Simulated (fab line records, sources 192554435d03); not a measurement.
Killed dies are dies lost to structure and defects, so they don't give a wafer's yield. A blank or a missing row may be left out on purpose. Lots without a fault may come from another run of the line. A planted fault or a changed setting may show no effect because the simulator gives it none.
Problem report in the 8D (eight disciplines) form, filled by code | flow n5_finfet | the parts of the form that need people (team, actions taken, sign-off) are left out

1. THE PROBLEM
susceptor_temp_C at N5_BEOL_M5_ILD_DEP_00 reads a mean of 306.06 C on 2 wafers of 1 lot; wafers without a fault read 300.01 C with a standard deviation of 0.18. That is +34 standard deviations from the usual mean.
The step: deposits SiCOH lowk from DEMS/porogen, target thk 140.64 nm, time 25.9 s.
First seen on wafer L123.1, day 14 04:52, on pecvd-02. The record holds 9 wafers of 3 lots with a number at this step. Rule for "out", or "out of limits": more than 4 standard deviations from the usual mean. The other wafers with a number count as sound.

2. WHAT IT IS AND WHAT IT IS NOT
question                    | is                | is not
which readings at this step | susceptor_temp_C  | chamber_pressure_Torr, heater_power_outer_w, heater_power_w, showerhead_plenum_p_Torr, throttle_valve_pct
which lots                  | L123              | L108, L122
which wafers of those lots  | L123.1, L123.4    | L123.2
read on which tools         | pecvd-02          | pecvd-01
when                        | from day 14 04:52 | up to then (4 sound wafers); but 3 sound wafers of L122 came after

3. SUSPECTS, AND WHAT RULES EACH OUT
Counting: a tool at a process step up to the reading stays a suspect if it ran every lot that is out. Sound lots after the first of them don't rule it out here, since some wafers of a struck lot are sound.
- pecvd-02 at N5_BEOL_M5_ILD_DEP_00 (deposits SiCOH lowk from DEMS/porogen, target thk 140.64 nm, time 25.9 s): kept. It ran the lot that is out, L123 (day 14 04:52); its last sound lot up to then is L108 (day 10 21:41). Its own readings are out on those wafers: susceptor_temp_C.
- Within pecvd-02 at N5_BEOL_M5_ILD_DEP_00: the wafers that are out ran in chamber 1; their sound lot-mates ran in chamber 2.
Left after counting: pecvd-02 at N5_BEOL_M5_ILD_DEP_00.

4. THE CAUSE (what the simulator had put in)
Process parameter drift: pecvd-02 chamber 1, from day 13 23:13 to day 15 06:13, at N5_BEOL_M5_ILD_DEP_00. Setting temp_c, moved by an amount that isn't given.
Counting left only this tool.

5. THE CHAIN OF EFFECTS, in route order
Each row: a reading whose mean over the struck wafers that have a number lies more than 3 standard deviations from the usual. Only readings for which the record gives a usual standard deviation are gone through. hours: the time from each lot's start at the first step in this table that gives one to its start at this step, as a median over the lots. sigmas: the change in usual standard deviations.
hours | step                  | reading          | usual    | on struck wafers | change | sigmas
0     | N5_BEOL_M5_ILD_DEP_00 | susceptor_temp_C | 300.01 C | 306.06           | +6.05  | +34
The process steps in it:
- N5_BEOL_M5_ILD_DEP_00: deposits SiCOH lowk from DEMS/porogen, target thk 140.64 nm, time 25.9 s.

6. WHAT WOULD HAVE CAUGHT IT SOONER
In this record the first reading out of limits was taken at day 14 04:52, 6 hours after the fault began at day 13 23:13.
